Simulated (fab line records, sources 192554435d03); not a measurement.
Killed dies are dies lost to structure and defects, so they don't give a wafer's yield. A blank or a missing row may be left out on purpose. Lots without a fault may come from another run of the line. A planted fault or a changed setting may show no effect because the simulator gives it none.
Chamber matching | flow n5_finfet | N5_MOL_CONTACT_COAG_ALD_133 on ald_sin-01: 4 sister chambers
The step deposits SiO2, target thk 5 nm, pulse time 1 s, co reactant pulse time 1 s. 4 wafers are shown with their chamber, then 10 later ones without.

WAFERS WITH THEIR CHAMBER
wafer  | chamber | heater_power_w (W)
L086.4 | 3       | 74
L086.5 | 2       | 80
L088.1 | 1       | 73
L088.2 | 0       | 84

WAFERS WITHOUT THEIR CHAMBER
wafer  | heater_power_w (W)
L088.4 | 72
L092.3 | 73
L092.5 | 80
L092.6 | 73
L093.4 | 86
L093.5 | 79
L093.6 | 74
L094.2 | 78
L094.4 | 72
L094.5 | 72

WHICH CHAMBER EACH WENT THROUGH
wafer  | from the rows above     | in truth
L088.4 | can't be placed: 1 or 3 | 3
L092.3 | can't be placed: 1 or 3 | 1
L092.5 | 2                       | 2
L092.6 | can't be placed: 1 or 3 | 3
L093.4 | 0                       | 0
L093.5 | 2                       | 2
L093.6 | can't be placed: 3 or 1 | 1
L094.2 | can't be placed: 2 or 3 | 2
L094.4 | can't be placed: 1 or 3 | 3
L094.5 | can't be placed: 1 or 3 | 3
Placed correctly: 3 of 10. Can't be placed from these rows: 7 (the true chamber is among the candidates in 7). Placed wrongly: 0.
How it was worked out, from the rows above alone: a wafer's distance from a chamber is the root of the sum, over the readings, of the square of ((its reading less the chamber's mean) divided by the reading's scatter). The wafer belongs to the nearest chamber; if the next one is less than 2 further off, it can't be placed. A chamber's mean is the mean of its shown wafers. The scatter: with one shown wafer a chamber, the root of the mean of the squares of how far each hidden wafer lies from its nearest shown one.
